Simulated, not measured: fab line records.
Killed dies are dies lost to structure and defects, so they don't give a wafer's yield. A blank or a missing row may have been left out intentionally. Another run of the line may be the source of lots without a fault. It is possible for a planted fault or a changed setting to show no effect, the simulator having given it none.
Lot-split experiment || flow n5 finfet || 39 wafers read across 7 lots, on a route 1938 steps long

== ON THE SPLIT ==
At N5_DUMMY_GATE_HM_DEP_06 (deposits SiNx from DCS/NH3, target thk 80 nm, time 5141 s), the setting target thk a was moved away from the recipe's 800 angstrom on 30 of the 39 wafers read, by -6.9% to +11.0%. The other wafers ran this setting at the recipe's value.

The reading comes from the split's own step.

== THE READING ==
SiNx_of_DUMMY_GATE_HM_DEP_06.thk nm (the simulator's own value, which no gauge read), in nm, at N5_DUMMY_GATE_HM_DEP_06 (deposits SiNx from DCS/NH3, target thk 80 nm, time 5141 s). The file does not state a usual value for it. Here, 9 wafers ran the recipe; their average is 80.6 nm with a standard deviation of 0.68 nm.

{"wafer": "L074.1", "tool, chamber at the split": "-, -", "target thk a as run, angstrom": 857.5, "against the recipe": "+7.2%", "SiNx_of_DUMMY_GATE_HM_DEP_06.thk nm, nm": 84.6, "against lot-mates on the recipe": "no lot-mate on the recipe"}
{"wafer": "L074.2", "tool, chamber at the split": "-, -", "target thk a as run, angstrom": 857.5, "against the recipe": "+7.2%", "SiNx_of_DUMMY_GATE_HM_DEP_06.thk nm, nm": 84.8, "against lot-mates on the recipe": "no lot-mate on the recipe"}
{"wafer": "L074.3", "tool, chamber at the split": "-, -", "target thk a as run, angstrom": 857.5, "against the recipe": "+7.2%", "SiNx_of_DUMMY_GATE_HM_DEP_06.thk nm, nm": 84.8, "against lot-mates on the recipe": "no lot-mate on the recipe"}
{"wafer": "L074.4", "tool, chamber at the split": "-, -", "target thk a as run, angstrom": 857.5, "against the recipe": "+7.2%", "SiNx_of_DUMMY_GATE_HM_DEP_06.thk nm, nm": 84.8, "against lot-mates on the recipe": "no lot-mate on the recipe"}
{"wafer": "L074.6", "tool, chamber at the split": "-, -", "target thk a as run, angstrom": 857.5, "against the recipe": "+7.2%", "SiNx_of_DUMMY_GATE_HM_DEP_06.thk nm, nm": 84.8, "against lot-mates on the recipe": "no lot-mate on the recipe"}
{"wafer": "L074.5", "tool, chamber at the split": "-, -", "target thk a as run, angstrom": 857.5, "against the recipe": "+7.2%", "SiNx_of_DUMMY_GATE_HM_DEP_06.thk nm, nm": 85.2, "against lot-mates on the recipe": "no lot-mate on the recipe"}
{"wafer": "L076.1", "tool, chamber at the split": "-, -", "target thk a as run, angstrom": 872.8, "against the recipe": "+9.1%", "SiNx_of_DUMMY_GATE_HM_DEP_06.thk nm, nm": 88.4, "against lot-mates on the recipe": "no lot-mate on the recipe"}
{"wafer": "L076.2", "tool, chamber at the split": "-, -", "target thk a as run, angstrom": 872.8, "against the recipe": "+9.1%", "SiNx_of_DUMMY_GATE_HM_DEP_06.thk nm, nm": 88.8, "against lot-mates on the recipe": "no lot-mate on the recipe"}
{"wafer": "L076.3", "tool, chamber at the split": "-, -", "target thk a as run, angstrom": 872.8, "against the recipe": "+9.1%", "SiNx_of_DUMMY_GATE_HM_DEP_06.thk nm, nm": 88, "against lot-mates on the recipe": "no lot-mate on the recipe"}
{"wafer": "L076.4", "tool, chamber at the split": "-, -", "target thk a as run, angstrom": 872.8, "against the recipe": "+9.1%", "SiNx_of_DUMMY_GATE_HM_DEP_06.thk nm, nm": 88.6, "against lot-mates on the recipe": "no lot-mate on the recipe"}
{"wafer": "L076.6", "tool, chamber at the split": "-, -", "target thk a as run, angstrom": 872.8, "against the recipe": "+9.1%", "SiNx_of_DUMMY_GATE_HM_DEP_06.thk nm, nm": 88.6, "against lot-mates on the recipe": "no lot-mate on the recipe"}
{"wafer": "L076.5", "tool, chamber at the split": "-, -", "target thk a as run, angstrom": 872.8, "against the recipe": "+9.1%", "SiNx_of_DUMMY_GATE_HM_DEP_06.thk nm, nm": 88.2, "against lot-mates on the recipe": "no lot-mate on the recipe"}
{"wafer": "L079.1", "tool, chamber at the split": "-, -", "target thk a as run, angstrom": 744.9, "against the recipe": "-6.9%", "SiNx_of_DUMMY_GATE_HM_DEP_06.thk nm, nm": 74.4, "against lot-mates on the recipe": "no lot-mate on the recipe"}
{"wafer": "L079.4", "tool, chamber at the split": "-, -", "target thk a as run, angstrom": 744.9, "against the recipe": "-6.9%", "SiNx_of_DUMMY_GATE_HM_DEP_06.thk nm, nm": 74.4, "against lot-mates on the recipe": "no lot-mate on the recipe"}
{"wafer": "L079.2", "tool, chamber at the split": "-, -", "target thk a as run, angstrom": 744.9, "against the recipe": "-6.9%", "SiNx_of_DUMMY_GATE_HM_DEP_06.thk nm, nm": 73.2, "against lot-mates on the recipe": "no lot-mate on the recipe"}
{"wafer": "L079.3", "tool, chamber at the split": "-, -", "target thk a as run, angstrom": 744.9, "against the recipe": "-6.9%", "SiNx_of_DUMMY_GATE_HM_DEP_06.thk nm, nm": 73.6, "against lot-mates on the recipe": "no lot-mate on the recipe"}
{"wafer": "L079.5", "tool, chamber at the split": "-, -", "target thk a as run, angstrom": 744.9, "against the recipe": "-6.9%", "SiNx_of_DUMMY_GATE_HM_DEP_06.thk nm, nm": 73.4, "against lot-mates on the recipe": "no lot-mate on the recipe"}
{"wafer": "L079.6", "tool, chamber at the split": "-, -", "target thk a as run, angstrom": 744.9, "against the recipe": "-6.9%", "SiNx_of_DUMMY_GATE_HM_DEP_06.thk nm, nm": 73.4, "against lot-mates on the recipe": "no lot-mate on the recipe"}
{"wafer": "L080.1", "tool, chamber at the split": "-, -", "target thk a as run, angstrom": 832.9, "against the recipe": "+4.1%", "SiNx_of_DUMMY_GATE_HM_DEP_06.thk nm, nm": 83, "against lot-mates on the recipe": "no lot-mate on the recipe"}
{"wafer": "L080.2", "tool, chamber at the split": "-, -", "target thk a as run, angstrom": 832.9, "against the recipe": "+4.1%", "SiNx_of_DUMMY_GATE_HM_DEP_06.thk nm, nm": 82.4, "against lot-mates on the recipe": "no lot-mate on the recipe"}
{"wafer": "L080.6", "tool, chamber at the split": "-, -", "target thk a as run, angstrom": 832.9, "against the recipe": "+4.1%", "SiNx_of_DUMMY_GATE_HM_DEP_06.thk nm, nm": 82.4, "against lot-mates on the recipe": "no lot-mate on the recipe"}
{"wafer": "L080.3", "tool, chamber at the split": "-, -", "target thk a as run, angstrom": 832.9, "against the recipe": "+4.1%", "SiNx_of_DUMMY_GATE_HM_DEP_06.thk nm, nm": 82.6, "against lot-mates on the recipe": "no lot-mate on the recipe"}
{"wafer": "L080.4", "tool, chamber at the split": "-, -", "target thk a as run, angstrom": 832.9, "against the recipe": "+4.1%", "SiNx_of_DUMMY_GATE_HM_DEP_06.thk nm, nm": 82.8, "against lot-mates on the recipe": "no lot-mate on the recipe"}
{"wafer": "L080.5", "tool, chamber at the split": "-, -", "target thk a as run, angstrom": 832.9, "against the recipe": "+4.1%", "SiNx_of_DUMMY_GATE_HM_DEP_06.thk nm, nm": 83.2, "against lot-mates on the recipe": "no lot-mate on the recipe"}
{"wafer": "L086.1", "tool, chamber at the split": "lpcvd-01, 0/15", "target thk a as run, angstrom": 800, "against the recipe": "recipe", "SiNx_of_DUMMY_GATE_HM_DEP_06.thk nm, nm": 81.6, "against lot-mates on the recipe": "-"}
{"wafer": "L086.2", "tool, chamber at the split": "lpcvd-01, 0/20", "target thk a as run, angstrom": 800, "against the recipe": "recipe", "SiNx_of_DUMMY_GATE_HM_DEP_06.thk nm, nm": 80.8, "against lot-mates on the recipe": "-"}
{"wafer": "L086.4", "tool, chamber at the split": "lpcvd-01, 0/29", "target thk a as run, angstrom": 800, "against the recipe": "recipe", "SiNx_of_DUMMY_GATE_HM_DEP_06.thk nm, nm": 81, "against lot-mates on the recipe": "-"}
{"wafer": "L088.1", "tool, chamber at the split": "-, -", "target thk a as run, angstrom": 800, "against the recipe": "recipe", "SiNx_of_DUMMY_GATE_HM_DEP_06.thk nm, nm": 80.2, "against lot-mates on the recipe": "-"}
{"wafer": "L088.2", "tool, chamber at the split": "-, -", "target thk a as run, angstrom": 800, "against the recipe": "recipe", "SiNx_of_DUMMY_GATE_HM_DEP_06.thk nm, nm": 80, "against lot-mates on the recipe": "-"}
{"wafer": "L088.3", "tool, chamber at the split": "-, -", "target thk a as run, angstrom": 800, "against the recipe": "recipe", "SiNx_of_DUMMY_GATE_HM_DEP_06.thk nm, nm": 80, "against lot-mates on the recipe": "-"}
{"wafer": "L088.4", "tool, chamber at the split": "-, -", "target thk a as run, angstrom": 800, "against the recipe": "recipe", "SiNx_of_DUMMY_GATE_HM_DEP_06.thk nm, nm": 81.6, "against lot-mates on the recipe": "-"}
{"wafer": "L088.5", "tool, chamber at the split": "-, -", "target thk a as run, angstrom": 800, "against the recipe": "recipe", "SiNx_of_DUMMY_GATE_HM_DEP_06.thk nm, nm": 79.6, "against lot-mates on the recipe": "-"}
{"wafer": "L088.6", "tool, chamber at the split": "-, -", "target thk a as run, angstrom": 800, "against the recipe": "recipe", "SiNx_of_DUMMY_GATE_HM_DEP_06.thk nm, nm": 80.4, "against lot-mates on the recipe": "-"}
{"wafer": "L094.1", "tool, chamber at the split": "-, -", "target thk a as run, angstrom": 888.3, "against the recipe": "+11.0%", "SiNx_of_DUMMY_GATE_HM_DEP_06.thk nm, nm": 89, "against lot-mates on the recipe": "no lot-mate on the recipe"}
{"wafer": "L094.2", "tool, chamber at the split": "-, -", "target thk a as run, angstrom": 888.3, "against the recipe": "+11.0%", "SiNx_of_DUMMY_GATE_HM_DEP_06.thk nm, nm": 89, "against lot-mates on the recipe": "no lot-mate on the recipe"}
{"wafer": "L094.3", "tool, chamber at the split": "-, -", "target thk a as run, angstrom": 888.3, "against the recipe": "+11.0%", "SiNx_of_DUMMY_GATE_HM_DEP_06.thk nm, nm": 88.4, "against lot-mates on the recipe": "no lot-mate on the recipe"}
{"wafer": "L094.6", "tool, chamber at the split": "-, -", "target thk a as run, angstrom": 888.3, "against the recipe": "+11.0%", "SiNx_of_DUMMY_GATE_HM_DEP_06.thk nm, nm": 88.4, "against lot-mates on the recipe": "no lot-mate on the recipe"}
{"wafer": "L094.4", "tool, chamber at the split": "-, -", "target thk a as run, angstrom": 888.3, "against the recipe": "+11.0%", "SiNx_of_DUMMY_GATE_HM_DEP_06.thk nm, nm": 88.8, "against lot-mates on the recipe": "no lot-mate on the recipe"}
{"wafer": "L094.5", "tool, chamber at the split": "-, -", "target thk a as run, angstrom": 888.3, "against the recipe": "+11.0%", "SiNx_of_DUMMY_GATE_HM_DEP_06.thk nm, nm": 88.6, "against lot-mates on the recipe": "no lot-mate on the recipe"}

THE FIT
A straight line over all 39 wafers: SiNx_of_DUMMY_GATE_HM_DEP_06.thk nm changes by +0.829 nm for each +1% of target thk a; r = +0.99; the points scatter about the line by 0.86 nm.
Too few moved wafers with a lot-mate on the recipe to fit a line net of each lot's own level.

== THE FILE'S OWN FIT ==
SiNx_of_DUMMY_GATE_HM_DEP_06.thk nm changes by +0.829 nm for each +1% of target thk a, r = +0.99.
